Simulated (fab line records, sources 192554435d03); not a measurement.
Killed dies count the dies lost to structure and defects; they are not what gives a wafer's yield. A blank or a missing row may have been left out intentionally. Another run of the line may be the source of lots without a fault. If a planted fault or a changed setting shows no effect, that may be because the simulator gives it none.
Split-lot trial    flow n5_finfet    route with 1938 steps; 7 lots, 21 wafers read

== SPLIT DETAILS ==
At N5_GATE_CUT_COAT_07 (resist thk 30 nm), the setting spin_rpm was moved away from the recipe's 1500 rpm on 5 of the 21 wafers read, by -4.8% to +7.3%. For the rest of the wafers, this setting stayed at what the recipe calls for.

== FROM THE SPLIT TO THE READING: what the file shows between them, 2 steps ==
- N5_GATE_CUT_EBR_09
- N5_GATE_CUT_SOFTBAKE_08: time 60 s

== THE READING ==
CAR-EUV_of_GATE_CUT_COAT_07.thk_nm (the simulator's own value, which no gauge read), in nm, at N5_GATE_CUT_DESCUM_18 (chemistry O2, time 7 s). The file gives no usual value for it. Average 26.1 nm, standard deviation 0.14 nm, over the 16 wafers here run with the recipe.

wafer   tool, chamber at the split  spin_rpm as run, rpm  against the recipe  CAR-EUV_of_GATE_CUT_COAT_07.thk_nm, nm  against lot-mates on the recipe
L076.1  litho_track-05, 0           1500                  recipe              26                                      -
L076.4  litho_track-05, 0           1500                  recipe              26                                      -
L076.6  litho_track-05, 0           1500                  recipe              26                                      -
L077.4  litho_track-03, 0           1500                  recipe              26.2                                    -
L077.5  litho_track-03, 0           1500                  recipe              26.2                                    -
L077.6  litho_track-03, 0           1500                  recipe              26.2                                    -
L078.1  litho_track-03, 0           1500                  recipe              26                                      -
L078.3  litho_track-03, 0           1428                  -4.8%               26.8                                    +0.7
L078.5  litho_track-03, 0           1500                  recipe              26.2                                    -
L083.2  litho_track-03, 0           1434                  -4.4%               26.6                                    +0.7
L083.4  litho_track-03, 0           1500                  recipe              26                                      -
L083.6  litho_track-03, 0           1500                  recipe              25.8                                    -
L089.2  litho_track-05, 0           1500                  recipe              26.2                                    -
L089.4  litho_track-05, 0           1543                  +2.9%               25.6                                    -0.6
L089.6  litho_track-05, 0           1543                  +2.9%               25.8                                    -0.4
L090.1  litho_track-05, 0           1500                  recipe              26.2                                    -
L090.5  litho_track-05, 0           1500                  recipe              26.2                                    -
L090.3  litho_track-05, 0           1500                  recipe              26.4                                    -
L096.2  litho_track-05, 0           1500                  recipe              26.2                                    -
L096.5  litho_track-05, 0           1500                  recipe              26.2                                    -
L096.6  litho_track-05, 0           1610                  +7.3%               25                                      -1.2

THE FIT
A straight line over all 21 wafers: CAR-EUV_of_GATE_CUT_COAT_07.thk_nm changes by -0.142 nm for each +1% of spin_rpm; r = -0.93; the points scatter about the line by 0.14 nm.
The same after taking each lot's own level away (the mean of its wafers on the recipe; 21 wafers): -0.16 nm for each +1%; r = -0.98; scatter 0.07 nm.
Per that fit: largest spin_rpm move, reading shift of 1.2 nm.
The lots' own levels span 25.90 to 26.27 nm, that is 2.6 times the standard deviation above.
In other words, the slope is changed by the lot-to-lot level; the two fits disagree.
Check: -1.17 nm against its lot-mates is what the line predicts for one of the wafers moved furthest among these (+7.3%) when that wafer is left out of the fit. It came out at -1.2 nm against them.

== FURTHER SPLITS ON THESE WAFERS ==
Before the reading, these wafers also passed through other splits. Each is held against what the fit with the lots' levels taken away leaves over:
other split on the same wafers        wafers away from the commonest value  r with CAR-EUV_of_GATE_CUT_COAT_07.thk_nm (lot level and that fit taken away)
N5_SD_EPI_N_EXPOSE_06 dose_mj         5                                     +0.32
N5_SD_EPI_N_PEB_07 peb_time_s         8                                     +0.16
N5_SD_EPI_P_EPI_21 epi_growth_time_s  7                                     +0.18
N5_SD_ACTIVATION_LSA_01 temp_c        3                                     -0.13
N5_HKMG_FIN_COAT_43 spin_rpm          8                                     -0.05
N5_GATE_CUT_COAT_35 spin_rpm          8                                     -0.38

== THE WHOLE CHAIN: every reading that the file lists as answering this split, in the file's order ==
step                   what it does            reading                                                                              change (the file's fit)                r (the file's)
N5_GATE_CUT_COAT_07    resist thk 30 nm        CAR-EUV_of_GATE_CUT_COAT_07.thk_nm (the simulator's own value, which no gauge read)  -0.152 nm for each +1% of the setting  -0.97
N5_GATE_CUT_DESCUM_18  chemistry O2, time 7 s  CAR-EUV_of_GATE_CUT_COAT_07.thk_nm (the simulator's own value, which no gauge read)  -0.16 nm for each +1% of the setting   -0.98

== THE FILE'S OWN FIT ==
CAR-EUV_of_GATE_CUT_COAT_07.thk_nm changes by -0.16 nm for each +1% of spin_rpm, r = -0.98.
